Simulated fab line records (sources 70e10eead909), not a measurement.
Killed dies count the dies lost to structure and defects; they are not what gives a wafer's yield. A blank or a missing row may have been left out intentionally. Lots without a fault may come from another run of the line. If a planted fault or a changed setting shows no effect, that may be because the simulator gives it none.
fab line records    flow nand_harc
[record] lots = 6  wafers = 18  last_day = 34
route steps=1302 shown A_CHANNEL_HOLE_D2@606 A_CHANNEL_FILL_D2@610
lots with no fault: from the same line, run without faults
start_h: start of the lot's first displayed wafer, in hours after the record's first day    wait_h: how many hours have passed since the lot's step before this one    " as in the row above    L1.1+2: a single row standing in for several wafers    - value missing, or start not given    * or withheld: withheld    < > ~ a bound
route shown NAME@n: NAME is a module with steps in the file, n the number in the route of the first one    usual: average and standard deviation across the fault-free wafers    same: alike in all rows    chamber/n: place in a boat    sites: the reading at each site    _std_site: standard deviation across them    _edge_site: the outer-site mean with the inner-site mean subtracted    radius_mm: for every site, how far away it sits from the centre of the wafer    mask NAME#n: copy n    behind: the most recent tool/chamber to have shaped the wafer    hold: cause of the lot's hold/its duration in hours/its outcome    device: the transistor (n, p or np) that didn't switch    end of line: the same wafers' tests at the end of the route    a step with no rows: only its recipe    killed: count of dies lost to structure and defects at first sort (not the wafer's yield)    map: shows each die of a wafer: x if killed, . if not, _ if none is there
set.NAME: the setting as run; set.NAME@STEP: as run at that earlier step    model.NAME: the simulator's own value behind a step, which no gauge read
lots seen at some steps along the route; tables by step, rows by wafer
services: the hour from which a tool's chamber was out of use, counted from the record's first day as start_h (under 0 if before that day), plus the number of hours and why
[[steps]]
[step NHARC_A_CHANNEL_HOLE_D2_SRD_30]
[step NHARC_A_CHANNEL_HOLE_D2_CD_MEAS_31]
[usual] cd_nm = 90.0/1.2
lot.wafer  tool       chamber  start_h  wait_h  cd_nm
L279.3     cd_sem-03  -        286.13   -       90.4
L279.4     "          -        "        "       90.4
L279.5     "          -        "        "       90.3
L281.3     cd_sem-03  -        308.51   -       89.7
L281.4     "          -        "        "       88.9
L281.5     "          -        "        "       89.6
L280.1     cd_sem-02  -        309.62   -       90.4
L280.2     "          -        "        "       90.0
L280.5     "          -        "        "       89.5
L283.2     cd_sem-03  -        326.77   -       90.3
L283.4     "          -        "        "       89.8
L283.5     "          -        "        "       90.0
L299.1     cd_sem-03  -        491.15   -       90.0
L299.3     "          -        "        "       91.2
L299.4     "          -        "        "       88.8
L302.1     cd_sem-01  -        536.22   -       90.2
L302.5     "          -        "        "       88.3
L302.6     "          -        "        "       91.1
[step NHARC_A_CHANNEL_HOLE_D2_XSEM_32]
[recipe] landing_energy_ev = 35000
[usual] bot_cd_nm = 74.5/1.3  bow_nm = 8.59/0.28  tilt_deg = 0.06/0.043
lot.wafer  tool     chamber  start_h  wait_h  bot_cd_nm  bow_nm  tilt_deg
L279.3     xsem-02  0        286.22   0.1     74.7       8.85    0.03
L279.4     "        0        "        "       74.5       8.72    0.03
L279.5     "        0        "        "       74.8       8.83    0.03
L281.3     xsem-01  0        308.60   0.1     74.1       8.51    0.09
L281.4     "        0        "        "       73.8       8.42    0.09
L281.5     "        0        "        "       74.1       8.44    0.09
L280.1     xsem-02  0        309.71   0.1     75.6       8.62    0.09
L280.2     "        0        "        "       74.5       8.67    0.09
L280.5     "        0        "        "       73.9       8.60    0.09
L283.2     xsem-01  0        326.86   0.1     74.3       8.60    0.05
L283.4     "        0        "        "       73.9       8.59    0.05
L283.5     "        0        "        "       74.9       8.56    0.05
L299.1     xsem-02  0        491.24   0.1     74.9       8.65    0.02
L299.3     "        0        "        "       75.2       8.63    0.02
L299.4     "        0        "        "       72.4       8.58    0.02
L302.1     xsem-01  0        536.30   0.1     74.7       8.91    0.06
L302.5     "        0        "        "       72.7       8.83    0.06
L302.6     "        0        "        "       75.5       8.90    0.06
[step NHARC_A_CHANNEL_HOLE_D2_INSPECT_40]
[usual] raw_defect_count = 261/81
lot.wafer  tool               chamber  start_h  wait_h  raw_defect_count
L279.3     defect_inspect-01  -        286.32   -       259
L279.4     "                  -        "        "       283
L279.5     "                  -        "        "       273
L281.3     defect_inspect-01  -        308.69   -       306
L281.4     "                  -        "        "       415
L281.5     "                  -        "        "       248
L280.1     defect_inspect-01  -        309.81   -       319
L280.2     "                  -        "        "       275
L280.5     "                  -        "        "       224
L283.2     defect_inspect-02  -        326.95   -       190
L283.4     "                  -        "        "       207
L283.5     "                  -        "        "       155
L299.1     defect_inspect-02  -        491.34   -       255
L299.3     "                  -        "        "       231
L299.4     "                  -        "        "       267
L302.1     defect_inspect-01  -        536.40   -       307
L302.5     "                  -        "        "       226
L302.6     "                  -        "        "       155
[step NHARC_A_CHANNEL_FILL_D2_PRECLEAN_00]
[recipe] time_s = *  temp_c = 50  bath_age_min = 0  chemistry = SC1
[step NHARC_A_CHANNEL_FILL_D2_SRD_01]
[step NHARC_A_CHANNEL_FILL_D2_ALD_02]
[recipe] target_thk_a = 60  pulse_time_s = 10  ald_cycles = 60  temp_c = 300  material = SiO2
[usual] heater_power_w = 457/54  precursor_pulse_height_rel = 0.997/0.019
lot.wafer  tool       chamber  start_h  wait_h  heater_power_w  precursor_pulse_height_rel
L279.4     ald_hk-03  0        286.51   -       445             0.989
L279.3     "          1        "        "       413             0.981
L279.5     "          0        "        "       444             0.988
L281.4     ald_hk-03  3        308.89   -       514             0.964
L281.3     "          2        "        "       518             0.967
L281.5     "          3        "        "       500             0.988
L280.2     ald_hk-01  2        310.01   -       379             0.994
L280.1     "          1        "        "       393             0.977
L280.5     "          2        "        "       385             1.022
L283.2     ald_hk-03  1        327.14   -       417             0.985
L283.4     "          2        "        "       535             0.998
L283.5     "          2        "        "       515             0.961
L299.4     ald_hk-01  2        491.54   -       363             0.999
L299.1     "          0        "        "       475             1.023
L299.3     "          1        "        "       382             1.020
L302.1     ald_hk-03  1        536.66   -       440             0.994
L302.5     "          0        "        "       429             0.987
L302.6     "          1        "        "       442             0.979
[step NHARC_A_CHANNEL_FILL_D2_ALD_03]
[recipe] target_thk_a = 60  pulse_time_s = 60  ald_cycles = 58  temp_c = 630  pressure_torr = 2  material = SiNx
[step NHARC_A_CHANNEL_FILL_D2_ALD_14]
[recipe] target_thk_a = 25  pulse_time_s = 10  ald_cycles = 25  temp_c = 300  material = SiO2
[usual] heater_power_w = 462/53  precursor_pulse_height_rel = 1.001/0.018
lot.wafer  tool       chamber  start_h  wait_h  heater_power_w  precursor_pulse_height_rel
L279.3     ald_hk-03  2        293.59   0.1     517             1.019
L279.4     "          3        "        "       506             1.022
L279.5     "          0        "        "       457             1.020
L281.3     ald_hk-01  3        316.36   0.1     491             1.004
L281.4     "          1        "        "       383             0.997
L281.5     "          3        "        "       501             1.035
L280.2     ald_hk-01  3        316.62   0.3     469             1.030
L280.1     "          0        "        "       483             1.010
L280.5     "          2        "        "       390             1.005
L283.4     ald_hk-03  0        334.26   0.1     450             0.968
L283.2     "          1        "        "       419             0.969
L283.5     "          2        "        "       532             0.979
L299.3     ald_hk-02  1        498.53   0.0     551             1.003
L299.4     "          3        "        "       399             0.998
L299.1     "          0        "        "       413             0.998
L302.1     ald_hk-02  3        543.64   0.2     417             1.013
L302.5     "          0        "        "       427             0.989
L302.6     "          1        "        "       527             0.961
[step NHARC_A_CHANNEL_FILL_D2_ALD_15]
[recipe] target_thk_a = 20  pulse_time_s = 60  ald_cycles = 19  temp_c = 630  pressure_torr = 2  material = SiNx
[usual] chamber_pressure_Torr = 1.999/0.0042  precursor_pulse_height_rel = 0.999/0.019
lot.wafer  tool              chamber  start_h  wait_h  chamber_pressure_Torr  precursor_pulse_height_rel
L279.3     ald_sin_batch-01  0        -        -       2.001                  1.004
L279.4     "                 0        "        "       1.995                  1.003
L279.5     "                 0        "        "       1.998                  0.997
L280.1     ald_sin_batch-01  0        -        -       2.005                  1.003
L280.2     "                 0        "        "       1.998                  1.000
L280.5     "                 0        "        "       2.003                  1.010
L281.3     ald_sin_batch-01  0        -        -       1.998                  1.005
L281.4     "                 0        "        "       1.997                  0.993
L281.5     "                 0        "        "       1.998                  1.017
L283.2     ald_sin_batch-02  0        -        -       1.997                  1.025
L283.4     "                 0        "        "       1.997                  0.992
L283.5     "                 0        "        "       2.002                  1.022
L299.1     ald_sin_batch-03  0        -        -       1.999                  1.010
L299.3     "                 0        "        "       1.999                  1.018
L299.4     "                 0        "        "       2.003                  1.004
L302.1     ald_sin_batch-01  0        -        -       1.998                  0.980
L302.5     "                 0        "        "       2.001                  0.948
L302.6     "                 0        "        "       1.997                  1.023
[step NHARC_A_CHANNEL_FILL_D2_ALD_16]
[recipe] target_thk_a = 15  pulse_time_s = 10  ald_cycles = 15  temp_c = 300  material = SiO2
[usual] heater_power_w = 465/60  precursor_pulse_height_rel = 0.999/0.02
lot.wafer  tool       chamber  start_h  wait_h  heater_power_w  precursor_pulse_height_rel
L279.3     ald_hk-02  3        303.11   4.5     415             0.997
L279.4     "          1        "        "       567             0.988
L279.5     "          3        "        "       418             0.995
L281.3     ald_hk-03  0        321.48   0.0     462             0.965
L281.4     "          1        "        "       421             0.994
L281.5     "          0        "        "       460             1.000
L280.1     ald_hk-02  0        321.53   0.1     420             1.015
L280.2     "          1        "        "       576             0.984
L280.5     "          2        "        "       491             0.946
L283.4     ald_hk-02  1        340.35   0.1     564             0.952
L283.2     "          2        "        "       483             1.016
L283.5     "          0        "        "       413             1.015
L299.3     ald_hk-02  2        503.71   0.1     506             1.012
L299.1     "          3        "        "       404             1.014
L299.4     "          0        "        "       419             0.998
L302.1     ald_hk-02  3        548.79   0.1     414             1.007
L302.6     "          0        "        "       435             1.022
L302.5     "          1        "        "       535             0.996
[step NHARC_A_CHANNEL_FILL_D2_ANNEAL_17]
[recipe] temp_c = 850  time_s = 1800
[step NHARC_A_CHANNEL_FILL_D2_CVD_18]
[recipe] target_thk_a = 30  temp_c = 550  material = poly-Si
[usual] zone_power_bottom_pct = 10.3/0.51
lot.wafer  tool           chamber  start_h  wait_h  zone_power_bottom_pct
L279.3     lpcvd_poly-01  0        312.20   -       10.8
L279.4     "              0        "        "       10.8
L279.5     "              0        "        "       10.9
L280.1     lpcvd_poly-01  0        331.20   -       10.9
L280.2     "              0        "        "       10.8
L280.5     "              0        "        "       11.1
L280.1     lpcvd_poly-03  0        333.44   0.5     10.0
L280.2     "              0        "        "       10.0
L280.5     "              0        "        "       10.1
L281.3     lpcvd_poly-01  0        331.20   -       10.9
L281.4     "              0        "        "       11.0
L281.5     "              0        "        "       10.8
L283.2     lpcvd_poly-01  0        350.06   -       10.8
L283.4     "              0        "        "       10.8
L283.5     "              0        "        "       10.7
L283.2     lpcvd_poly-01  0        352.31   0.5     10.7
L283.4     "              0        "        "       10.7
L283.5     "              0        "        "       10.8
L299.1     lpcvd_poly-01  0        514.08   -       11.0
L299.3     "              0        "        "       10.9
L299.4     "              0        "        "       10.9
L302.1     lpcvd_poly-04  0        558.69   -       9.4
L302.5     "              0        "        "       9.5
L302.6     "              0        "        "       9.4
[step NHARC_A_CHANNEL_FILL_D2_ETCHBACK_19]
[recipe] target_depth_a = 50  time_s = 1.7  hbr_flow_sccm = 150  cl2_flow_sccm = 50  rf_w = 400  icp_w = 400  bias_w = 100  chemistry = HBr/Cl2
[[services]]
tool              chamber  start_h  hours  kind
ald_sin_batch-02  -        263.64   10.1   repair
ald_sin_batch-03  -        293.10   7.0    repair
ald_hk-01         -        296.15   10.0   pm
ald_sin_batch-02  -        333.34   4.9    repair
ald_hk-01         -        341.46   0.7    repair
ald_hk-02         -        351.79   10.0   pm
ald_hk-02         0        351.79   10.0   vent_cycle
ald_hk-02         1        351.79   10.0   vent_cycle
ald_hk-02         2        351.79   10.0   vent_cycle
ald_hk-02         3        351.79   10.0   vent_cycle
ald_hk-02         0        361.79   -      clean
ald_hk-02         1        361.79   -      clean
ald_hk-02         2        361.79   -      clean
ald_hk-02         3        361.79   -      clean
xsem-01           -        374.00   14.0   pm
lpcvd_poly-03     -        387.40   26.0   pm
ald_hk-03         0        393.65   10.0   vent_cycle
ald_hk-03         3        393.65   10.0   vent_cycle
ald_hk-03         0        403.65   -      clean
ald_hk-03         1        403.65   -      clean
ald_hk-03         2        403.65   -      clean
ald_hk-03         3        403.65   -      clean
ald_hk-01         -        474.15   10.0   pm
ald_sin_batch-01  -        506.00   26.0   pm
[[key]]
[first_sign] step = NHARC_A_CHANNEL_FILL_D2_CVD_18  reading = visit  direction = added
effect none on later readings
met_at NHARC_A_CHANNEL_FILL_D2_CVD_18
struck_wafers L280.1,L280.2,L280.5,L283.2,L283.4,L283.5
later_rows_left_out L280.1,L280.2,L280.5,L283.2,L283.4,L283.5
sort_left_out L280.1,L280.2,L280.5,L283.2,L283.4,L283.5
tester_left_out L280,L283
[fault] kind = repeated_step_whole  tool = lpcvd_poly-01,lpcvd_poly-03,lpcvd_poly-04  chamber = -  onset_h = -  steps = NHARC_A_CHANNEL_FILL_D2_CVD_18  times = 1  scope = struck_lots_only
// tester_left_out: of these lots the tester's yield and bins aren't shown, on N5 and GAA mostly nor the transistor test; their killed dies are dies lost to structure and defects alone, not to doping, threshold or leakage, so they don't give the yield
// sort_left_out: the simulated sort isn't trusted on such a fault, so these wafers' sort isn't shown, and their yield isn't known
// later_rows_left_out: the simulator's readings of these wafers behind a module that went badly wrong aren't trusted and aren't shown, but for the sort
